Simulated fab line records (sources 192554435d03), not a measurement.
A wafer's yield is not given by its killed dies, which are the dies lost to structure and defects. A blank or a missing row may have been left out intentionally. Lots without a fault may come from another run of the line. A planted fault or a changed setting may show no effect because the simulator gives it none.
fab line records    flow n5Finfet
record: lots: 9  wafers: 27  lastDay: 18
route steps=1938 shown FIN_SAQP@148 FIN_CUT@169 BEOL_M4@1111 PASSIVATION@1936
lots that met no fault: taken from a fault-free run of the same line
startH: hours from the record's first day to the start of the lot's first wafer shown    waitH: time in hours since the lot's previous step    " repeats the value in the row above    L1.1+2: a row that stands for several wafers    - no value, or no start was given    * or withheld: withheld    < > ~ a bound
route shown NAME@n: names a module that has steps shown in the file, with the first one's number in the route    usual: mean/standard deviation taken from wafers without a fault    same: alike in all rows    chamber/n: place in a boat    sites: each site's reading    _std_site: how widely they spread, as a standard deviation    _edge_site: inner sites' mean taken away from outer sites' mean    radiusMm: how far each site lies from the wafer's centre    mask NAME#n: copy n    behind: tool/chamber where the wafer was last shaped    hold: why the lot went on hold/how many hours it stayed there/how the hold came to an end    device: which transistor (n, p or np) failed to switch    end of line: tests run on the same wafers once the route is complete    a step given without rows: its recipe and nothing more    killed: count of dies lost to structure and defects at first sort (not the wafer's yield)    map: a wafer's dies, x killed, . not, _ none there
set.NAME: the run value of the setting; set.NAME@STEP: its run value at that earlier step    model.NAME: the simulator's own value behind a step, which no gauge read
one table for each step of the route and one row for each wafer, over a sample of lots
services: from which hour (startH, from the record's first day; less than 0 if before it) a tool's chamber was out of use, for how many hours, and why
== steps ==
step: N5_FIN_SAQP_CD_MEAS_37
recipe: targetCdNm: 8  polarity: line
usual: cdNm: 8.09/0.26
lot.wafer  tool      chamber  startH  waitH  cdNm
L316.2     cdSem-02  -        26.53   0.1    8.00
L316.5     "         -        "       "      8.24
L316.6     "         -        "       "      7.92
L317.1     cdSem-02  -        33.16   0.1    8.07
L317.2     "         -        "       "      8.23
L317.6     "         -        "       "      8.05
L320.1     cdSem-01  -        51.05   0.1    8.41
L320.2     "         -        "       "      8.21
L320.6     "         -        "       "      7.84
L322.3     cdSem-01  -        62.99   0.1    8.45
L322.4     "         -        "       "      8.01
L322.5     "         -        "       "      8.21
L325.2     cdSem-02  -        80.77   0.1    8.41
L325.4     "         -        "       "      8.06
L325.6     "         -        "       "      7.72
L328.3     cdSem-01  -        99.88   0.1    8.08
L328.5     "         -        "       "      8.42
L328.6     "         -        "       "      8.29
L335.2     cdSem-02  -        142.70  0.1    7.81
L335.3     "         -        "       "      8.04
L335.4     "         -        "       "      8.33
L338.2     cdSem-01  -        158.02  0.1    8.67
L338.3     "         -        "       "      8.52
L338.5     "         -        "       "      7.81
L339.1     cdSem-01  -        164.58  0.1    8.50
L339.4     "         -        "       "      8.47
L339.5     "         -        "       "      7.45
step: N5_FIN_CUT_ETCH_21
recipe: chemistry: N2/H2  target: SOC  targetDepthA: 2190  overetchA: 438  maskMaterial: SiARC  tempC: 40  ionEnergyEv: 100  biasW: 61  timeS: 523.5  pressureMtorr: 30  sourceW: 850  n2FlowSccm: 200  h2FlowSccm: 200
usual: biasW: 61.01/0.19  drypumpMotorCurrentA: 5.8/0.62  oesProductAu: 0.70/0.06  rfFwdPowerW: 848.6/2.4  rfVppV: 240.8/1.4  showerheadPlenumPTorr: 2.55/0.087  throttleValvePct: 17.8/0.36
lot.wafer  tool        chamber  startH  waitH  biasW  drypumpMotorCurrentA  oesProductAu  rfFwdPowerW  rfHoursCounterH  rfVppV  showerheadPlenumPTorr  throttleValvePct
L316.2     rieDiel-03  3        27.34   0.0    61.17  5.8                   0.76          851.9        55               240.6   2.60                   17.6
L316.5     "           0        "       "      60.81  5.1                   0.68          851.9        -                239.2   2.52                   18.0
L316.6     "           1        "       "      60.88  6.3                   0.68          852.1        -                242.0   2.64                   17.4
L317.1     rieDiel-02  1        33.94   0.0    60.85  6.6                   0.68          851.2        154              242.4   2.66                   18.0
L317.2     "           0        "       "      60.63  5.8                   0.69          849.0        170              241.3   2.65                   18.4
L317.6     "           2        "       "      60.92  4.7                   0.66          849.5        -                243.2   2.62                   18.0
L320.1     rieDiel-04  0        51.82   0.0    61.13  5.9                   0.72          848.9        99               238.9   2.38                   17.8
L320.2     "           3        "       "      60.93  6.2                   0.69          848.4        173              240.3   2.52                   17.7
L320.6     "           1        "       "      60.95  5.3                   0.80          854.6        -                239.0   2.48                   17.5
L322.3     rieDiel-03  3        63.94   0.0    58.29  5.8                   0.74          850.6        65               232.5   2.59                   17.6
L322.4     "           2        "       "      57.82  5.6                   0.70          850.2        165              232.4   2.52                   17.9
L322.5     "           3        "       "      58.15  5.8                   0.75          847.7        -                233.0   2.59                   17.7
L325.2     rieDiel-03  3        81.42   0.0    57.85  5.8                   0.76          847.9        67               232.4   2.59                   17.7
L325.4     "           2        "       "      57.94  5.6                   0.70          844.2        173              232.4   2.51                   17.9
L325.6     "           0        "       "      57.95  5.1                   0.67          849.1        -                231.8   2.51                   18.0
L328.3     rieDiel-02  2        100.52  0.0    61.01  4.7                   0.63          849.6        237              241.3   2.61                   18.0
L328.5     "           0        "       "      61.13  5.8                   0.67          848.0        -                241.5   2.64                   18.4
L328.6     "           1        "       "      61.13  6.6                   0.67          848.7        -                242.3   2.65                   18.0
L335.2     rieDiel-04  1        143.34  0.0    61.04  5.3                   0.78          848.7        77               240.0   2.47                   17.5
L335.3     "           0        "       "      60.52  5.9                   0.71          847.7        119              235.8   2.37                   17.8
L335.4     "           3        "       "      60.83  6.3                   0.67          848.9        193              241.0   2.52                   17.7
L338.2     rieDiel-02  1        158.79  0.0    60.86  6.6                   0.64          845.4        194              241.9   2.64                   18.1
L338.3     "           3        "       "      60.81  6.6                   0.81          851.1        41               238.3   2.47                   17.2
L338.5     "           3        "       "      61.21  6.6                   0.81          850.0        -                241.1   2.47                   17.2
L339.1     rieDiel-03  3        165.23  0.0    60.76  5.8                   0.72          849.2        91               241.7   2.58                   17.7
L339.4     "           0        "       "      61.33  5.1                   0.64          854.7        231              240.1   2.50                   18.1
L339.5     "           2        "       "      61.06  5.6                   0.69          852.5        -                240.5   2.50                   18.0
step: N5_FIN_CUT_CUT_ETCH_26
recipe: chemistry: CH3F/O2  target: SiNx  targetDepthA: 390  maskMaterial: SOC  timeS: 55.7  pressureMtorr: 30  sourceW: 395  biasW: 73  Ar_flow_sccm: 150  CH3F_flow_sccm: 30  O2_flow_sccm: 20  ionEnergyEv: 120
usual: CH3F_flow_sccm: 30.00/0.083  biasW: 73.00/0.22  drypumpMotorCurrentA: 5.8/0.62  oes_ar_750_au: 0.76/0.064  oes_f_703_au: 0.76/0.061  oesProductAu: 0.76/0.071  rfFwdPowerW: 391.0/1.6  rfVppV: 298/5.8  showerheadPlenumPTorr: 2.01/0.068  throttleValvePct: 16.4/0.34
lot.wafer  tool        chamber  startH  waitH  CH3F_flow_sccm  biasW  drypumpMotorCurrentA  oes_ar_750_au  oes_f_703_au  oesProductAu  rfFwdPowerW  rfHoursCounterH  rfVppV  showerheadPlenumPTorr  throttleValvePct
L316.2     rieDiel-03  3        27.69   0.0    30.10           72.75  5.8                   0.82           0.81          0.83          392.0        55               298     2.03                   16.0
L316.5     "           0        "       "      29.93           72.88  5.1                   0.74           0.74          0.74          391.8        -                300     2.00                   16.6
L316.6     "           1        "       "      30.10           72.78  6.3                   0.73           0.73          0.73          391.2        -                305     2.07                   16.1
L317.1     rieDiel-02  1        34.28   0.0    29.89           72.96  6.6                   0.73           0.73          0.73          390.5        155              302     2.07                   16.4
L317.2     "           0        "       "      29.87           73.01  5.7                   0.74           0.75          0.73          390.7        170              287     2.08                   16.8
L317.6     "           2        "       "      29.99           73.31  4.6                   0.71           0.71          0.70          387.3        -                298     2.08                   16.7
L320.1     rieDiel-04  0        52.17   0.0    30.09           73.05  5.9                   0.79           0.79          0.79          392.5        99               288     1.85                   16.2
L320.2     "           3        "       "      29.91           73.50  6.2                   0.74           0.74          0.75          391.2        173              298     2.00                   16.3
L320.6     "           1        "       "      29.95           73.05  5.3                   0.85           0.85          0.87          390.5        -                306     1.94                   15.9
L322.3     rieDiel-03  3        64.29   0.0    29.97           73.04  5.8                   0.81           0.81          0.81          393.0        65               298     2.03                   16.1
L322.4     "           2        "       "      29.99           73.11  5.6                   0.77           0.77          0.77          389.7        166              301     1.99                   16.5
L322.5     "           3        "       "      30.01           73.17  5.8                   0.81           0.80          0.82          393.0        -                299     2.03                   16.1
L325.2     rieDiel-03  3        81.76   0.0    29.86           73.18  5.8                   0.80           0.80          0.82          393.6        67               298     2.03                   16.1
L325.4     "           2        "       "      30.12           73.11  5.6                   0.76           0.76          0.76          388.3        173              302     1.99                   16.5
L325.6     "           0        "       "      29.99           72.75  5.1                   0.73           0.73          0.72          393.6        -                298     2.00                   16.7
L328.3     rieDiel-02  2        100.87  0.0    30.12           72.82  4.6                   0.70           0.70          0.69          389.5        237              297     2.07                   16.7
L328.5     "           0        "       "      29.97           73.07  5.7                   0.73           0.72          0.71          389.3        -                287     2.07                   16.9
L328.6     "           1        "       "      29.98           73.23  6.6                   0.71           0.72          0.71          388.1        -                301     2.06                   16.5
L335.2     rieDiel-04  1        143.69  0.0    30.15           72.83  5.3                   0.82           0.83          0.84          389.1        77               306     1.93                   15.9
L335.3     "           0        "       "      29.86           72.88  5.9                   0.76           0.78          0.76          392.2        120              288     1.84                   16.3
L335.4     "           3        "       "      29.95           73.20  6.3                   0.73           0.72          0.73          391.1        193              298     1.99                   16.3
L338.2     rieDiel-02  1        159.13  0.0    29.98           73.24  6.6                   0.71           0.70          0.69          391.1        194              301     2.06                   16.5
L338.3     "           3        "       "      29.91           72.94  6.6                   0.87           0.86          0.88          392.2        41               300     1.96                   15.9
L338.5     "           3        "       "      29.92           73.02  6.6                   0.87           0.86          0.88          393.8        -                301     1.96                   16.0
L339.1     rieDiel-03  3        165.58  0.0    30.18           73.06  5.8                   0.78           0.78          0.79          393.5        91               299     2.02                   16.1
L339.4     "           0        "       "      30.18           73.19  5.1                   0.71           0.71          0.68          392.8        231              299     1.99                   16.7
L339.5     "           2        "       "      29.92           72.79  5.7                   0.74           0.74          0.74          389.5        -                301     1.98                   16.6
step: N5_FIN_CUT_STRIP_22
recipe: chemistry: N2/H2  powerW: 500  tempC: 40  pressureMtorr: 50  rfFrequencyHz: 6e+07  overashFraction: 0.3  biasPowerW: 8  h2Frac: 0.5  n2FlowSccm: 300  h2FlowSccm: 300
usual: drypumpMotorCurrentA: 5.7/0.62  oesProductAu: 0.77/0.071  rfVppV: 54.2/2.1  showerheadPlenumPTorr: 3.35/0.11  throttleValvePct: 18.9/0.34
lot.wafer  tool        chamber  startH  waitH  drypumpMotorCurrentA  oesProductAu  rfHoursCounterH  rfVppV  showerheadPlenumPTorr  throttleValvePct
L316.2     rieDiel-04  0        28.06   0.1    5.9                   0.75          93               55.7    3.15                   18.7
L316.5     "           2        "       "      5.2                   0.77          -                56.9    3.37                   18.8
L316.6     "           1        "       "      5.3                   0.88          -                55.3    3.28                   18.9
L317.1     rieDiel-02  1        34.60   0.0    6.6                   0.74          155              53.8    3.51                   19.1
L317.2     "           2        "       "      4.7                   0.71          214              52.6    3.45                   19.1
L317.6     "           1        "       "      6.6                   0.71          -                55.6    3.51                   19.1
L320.1     rieDiel-02  3        52.48   0.0    6.6                   0.97          4                51.5    3.28                   18.3
L320.2     "           1        "       "      6.6                   0.75          160              53.2    3.51                   19.1
L320.6     "           3        "       "      6.7                   0.97          -                52.5    3.28                   18.2
L322.3     rieDiel-02  2        64.62   0.0    4.7                   0.69          223              54.8    3.45                   19.1
L322.4     "           3        "       "      6.7                   0.97          -                52.7    3.28                   18.2
L322.5     "           2        "       "      4.7                   0.71          -                52.9    3.45                   19.0
L325.2     rieDiel-03  3        82.11   0.1    5.8                   0.82          67               56.7    3.42                   18.9
L325.4     "           1        "       "      6.3                   0.72          187              52.9    3.48                   18.5
L325.6     "           1        "       "      6.3                   0.71          -                54.2    3.47                   18.5
L328.3     rieDiel-03  1        101.28  0.1    6.3                   0.71          195              54.1    3.47                   18.5
L328.5     "           2        "       "      5.6                   0.76          -                53.9    3.32                   19.1
L328.6     "           3        "       "      5.8                   0.83          -                54.9    3.42                   19.0
L335.2     rieDiel-04  3        144.00  0.0    6.2                   0.73          193              57.7    3.32                   18.8
L335.3     "           0        "       "      5.9                   0.74          120              57.0    3.14                   18.7
L335.4     "           2        "       "      5.2                   0.76          137              54.6    3.36                   18.9
L338.2     rieDiel-04  0        159.45  0.0    5.9                   0.73          125              54.8    3.13                   18.8
L338.3     "           2        "       "      5.1                   0.75          142              55.7    3.36                   18.9
L338.5     "           2        "       "      5.2                   0.74          -                54.5    3.36                   18.9
L339.1     rieDiel-04  3        165.89  0.0    6.3                   0.74          199              55.5    3.32                   18.9
L339.4     "           0        "       "      5.9                   0.75          126              53.2    3.13                   18.8
L339.5     "           0        "       "      5.9                   0.77          -                54.6    3.13                   18.8
step: N5_BEOL_M4_RC_MEAS_101
usual: DIBL_N: 36.5/2  DIBL_P: 36.5/2.3  IOFF_N: 0.16/0.036  IOFF_P: 0.21/0.037  ION_N: 672/12  ION_P: 459/7.1  SS_N: 71.6/0.73  SS_P: 73.4/0.76  VT_N: 250/3.3  VT_P: -250.5/2.9
lot.wafer  tool       chamber  startH  waitH  DIBL_N[mV/V]  DIBL_P[mV/V]  IOFF_N[nA/um]  IOFF_P[nA/um]  ION_N[uA/um]  ION_P[uA/um]  SS_N[mV/dec]  SS_P[mV/dec]  VT_N[mV]  VT_P[mV]
L316.2     prober-02  0        182.99  0.2    31.8          34.0          0.12           0.17           671           462           71.2          72.4          252       -250.3
L316.5     "          0        "       "      33.0          34.7          0.13           0.17           659           450           70.6          72.4          254       -253.8
L316.6     "          0        "       "      34.4          37.4          0.16           0.20           675           461           70.9          73.5          250       -249.8
L317.1     prober-02  0        191.31  0.0    37.5          37.7          0.16           0.22           672           459           71.8          74.5          248       -247.8
L317.2     "          0        "       "      39.7          40.1          0.20           0.25           676           464           72.6          74.9          248       -246.5
L317.6     "          0        "       "      38.2          38.4          0.17           0.23           673           461           72.1          74.8          250       -249.2
L320.1     prober-01  0        199.42  0.0    40.0          39.5          0.23           0.28           695           472           72.2          74.4          246       -246.4
L320.2     "          0        "       "      40.9          41.1          0.25           0.32           679           457           72.4          74.7          245       -248.5
L320.6     "          0        "       "      35.9          34.9          0.14           0.19           657           451           71.0          73.1          251       -251.8
L322.3     prober-02  0        201.96  0.3    37.3          35.9          0.20           0.24           665           450           71.8          73.2          244       -250.3
L322.4     "          0        "       "      36.1          35.1          0.18           0.24           679           467           71.3          73.1          249       -250.9
L322.5     "          0        "       "      35.4          33.9          0.17           0.21           689           470           71.3          73.8          246       -248.8
L325.2     prober-02  0        229.58  0.2    37.6          38.5          0.18           0.23           675           461           72.6          74.5          248       -248.7
L325.4     "          0        "       "      36.0          36.5          0.15           0.19           680           461           71.7          73.3          249       -250.3
L325.6     "          0        "       "      33.6          33.9          0.11           0.16           664           451           70.6          72.6          255       -253.8
L328.3     prober-01  0        257.46  0.3    38.3          36.8          0.19           0.25           684           464           71.7          74.4          245       -248.6
L328.5     "          0        "       "      39.4          37.8          0.24           0.27           693           465           72.8          74.5          243       -247.5
L328.6     "          0        "       "      38.6          37.5          0.21           0.27           680           462           72.3          74.3          247       -247.8
L335.2     prober-02  0        296.75  0.2    36.0          36.4          0.16           0.20           654           452           72.2          73.7          251       -253.1
L335.3     "          0        "       "      32.4          33.5          0.12           0.16           668           463           70.2          72.5          250       -252.6
L335.4     "          0        "       "      38.2          40.1          0.22           0.26           693           474           72.2          73.2          244       -248.4
L338.2     prober-01  0        309.41  0.2    38.1          41.2          0.24           0.30           691           474           72.1          73.9          243       -243.0
L338.3     "          0        "       "      37.5          39.5          0.21           0.26           684           467           71.8          74.3          248       -246.6
L338.5     "          0        "       "      37.7          39.4          0.21           0.26           661           449           72.3          74.0          247       -245.4
L339.1     prober-01  0        332.06  0.0    38.1          40.2          0.19           0.21           671           457           71.6          75.2          249       -250.8
L339.4     "          0        "       "      39.1          40.6          0.22           0.23           682           457           72.8          74.2          246       -251.5
L339.5     "          0        "       "      38.8          41.3          0.21           0.23           675           456           72.4          74.7          248       -248.9
step: N5_PASSIVATION_PROBE_49
usual: defectLimitedYield: 91.4/1.4  killed_at_M0_to_M3: 33/11  killed_at_M4_up: 13/5.3  killedAtContacts: 13/6.1  killedAtFrontEnd: 40/11  killedAtOther: 2.9/2.7  killedDies: 102/17  killedOpen: 68/13  killedShort: 32/7.5  sort_bin_5_function: 5.1/0.98  sort_bin_6_memory: 3.2/0.69  sortNPass: 1077/21  sortYieldPct: 91.3/1.7
same: grossDies: 1180  killedAtBackSide: 0  sort_bin_4_leakage[%]: 0  sort_bin_8_speed[%]: 0
lot.wafer  tool       chamber  startH  waitH  defectLimitedYield[%]  killed_at_M0_to_M3  killed_at_M4_up  killedAtContacts  killedAtFrontEnd  killedAtOther  killedDies  killedOpen  killedShort  sort_bin_5_function[%]  sort_bin_6_memory[%]  sortNPass  sortYieldPct[%]
L325.2     prober-01  -        349.37  0.1    93.6                   14                  10               7                 44                0              75          45          28           3.8                     2.5                   1105       93.6
L325.4     prober-01  -        349.47  0.2    91.4                   35                  16               9                 39                2              101         72          27           5.3                     2.9                   1079       91.4
L325.6     prober-01  -        349.57  0.3    94.2                   22                  13               6                 25                2              68          43          22           3.0                     2.5                   1112       94.2
L328.3     prober-02  -        372.43  0.1    90.9                   36                  23               9                 38                1              107         77          30           5.0                     3.8                   1073       90.9
L328.5     prober-02  -        372.53  0.2    92.7                   36                  12               5                 29                4              86          53          31           4.7                     2.5                   1094       92.7
L328.6     prober-02  -        372.58  0.3    91.4                   23                  20               5                 52                1              101         67          32           5.2                     3.2                   1079       91.4
killed by level:class
L325.2 STI_FIN_REVEAL:geometricParticle:open=14 FIN_SAQP:geometricParticle:short=11 FIN_SAQP:geometricParticle:open=4 MOL_CONTACT_COAG:geometricParticle:open=4 BEOL_M4:geometricParticle:open=4 GATE_CUT:geometricParticle:short=3 MOL_CONTACT_COAG:geometricParticle:short=3 BEOL_M0_SAQP:geometricParticle:open=3
L325.4 FIN_SAQP:geometricParticle:short=12 BEOL_M0_SAQP:geometricParticle:open=8 DUMMY_GATE:geometricParticle:open=7 MOL_CONTACT_COAG:geometricParticle:open=7 BEOL_M1:geometricParticle:open=7 BEOL_M2:geometricParticle:open=7 FIN_SAQP:geometricParticle:open=6 STI_FIN_REVEAL:geometricParticle:open=6
L325.6 DUMMY_GATE:geometricParticle:open=8 BEOL_M4:geometricParticle:open=7 MOL_CONTACT_COAG:geometricParticle:open=5 BEOL_M0_SAQP:geometricParticle:short=5 BEOL_M3:geometricParticle:open=5 FIN_SAQP:geometricParticle:short=3 BEOL_M0_SAQP:geometricParticle:open=3 BEOL_M1:geometricParticle:open=3
L328.3 BEOL_M0_SAQP:geometricParticle:open=9 BEOL_M3:geometricParticle:open=9 FIN_SAQP:geometricParticle:open=8 DUMMY_GATE:geometricParticle:open=8 MOL_CONTACT_COAG:geometricParticle:open=8 BEOL_M0_SAQP:geometricParticle:short=7 BEOL_M4:geometricParticle:open=7 STI_FIN_REVEAL:geometricParticle:open=6
L328.5 STI_FIN_REVEAL:geometricParticle:open=9 BEOL_M0_SAQP:geometricParticle:short=9 BEOL_M3:geometricParticle:open=8 BEOL_M0_SAQP:geometricParticle:open=6 DUMMY_GATE:geometricParticle:open=5 BEOL_M4:geometricParticle:open=5 STI_FIN_REVEAL:geometricParticle:short=4 BEOL_M4:geometricParticle:short=4
L328.6 FIN_SAQP:geometricParticle:open=14 STI_FIN_REVEAL:geometricParticle:open=12 BEOL_M4:geometricParticle:open=10 FIN_SAQP:geometricParticle:short=9 BEOL_M3:geometricParticle:open=4 MOL_CONTACT_COAG:geometricParticle:open=4 ILD0:geometricParticle:short=3 BEOL_M0_SAQP:geometricParticle:open=3
== services ==
tool        chamber  startH  hours  kind
rieDiel-02  -        7.21    1.1    repair
rieDiel-02  3        23.92   -      clean
rieDiel-02  3        23.92   -      consumableReplace:focusRing
rieDiel-02  3        23.92   15.6   scheduledDown
rieDiel-02  3        23.92   15.6   ventCycle
rieDiel-04  0        37.92   4.8    repair
rieDiel-02  1        53.32   16.7   repair
rieDiel-03  3        64.95   12.8   repair
rieDiel-03  1        65.00   11.8   repair
rieDiel-04  -        79.77   28.1   pm
rieDiel-03  3        133.54  12.3   repair
rieDiel-02  2        139.95  -      clean
rieDiel-02  2        139.95  -      consumableReplace:focusRing
rieDiel-02  2        139.95  34.7   scheduledDown
rieDiel-02  2        139.95  34.7   ventCycle
rieDiel-03  2        143.43  10.1   repair
== key ==
firstSign: step: N5_FIN_CUT_ETCH_21  reading: biasW  direction: down  sigmas: 15  usual: *  struck: *
effect: step: N5_FIN_CUT_ETCH_21  reading: rfVppV  direction: down  sigmas: 5.8  usual: 240.8  struck: 232.4
metAt N5_FIN_CUT_ETCH_21
struckLots L322,L325
notActingAt N5_FIN_SAQP_CD_MEAS_37,N5_FIN_CUT_CUT_ETCH_26,N5_FIN_CUT_STRIP_22
onsetBetween 27.34 63.94
fault: kind: processParameterDrift  tool: rieDiel-03  chamber: -  onsetH: 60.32  steps: N5_FIN_CUT_ETCH_21  channel: biasW  offset: *  shape: step  endH: 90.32  actsIn: *  stated: *
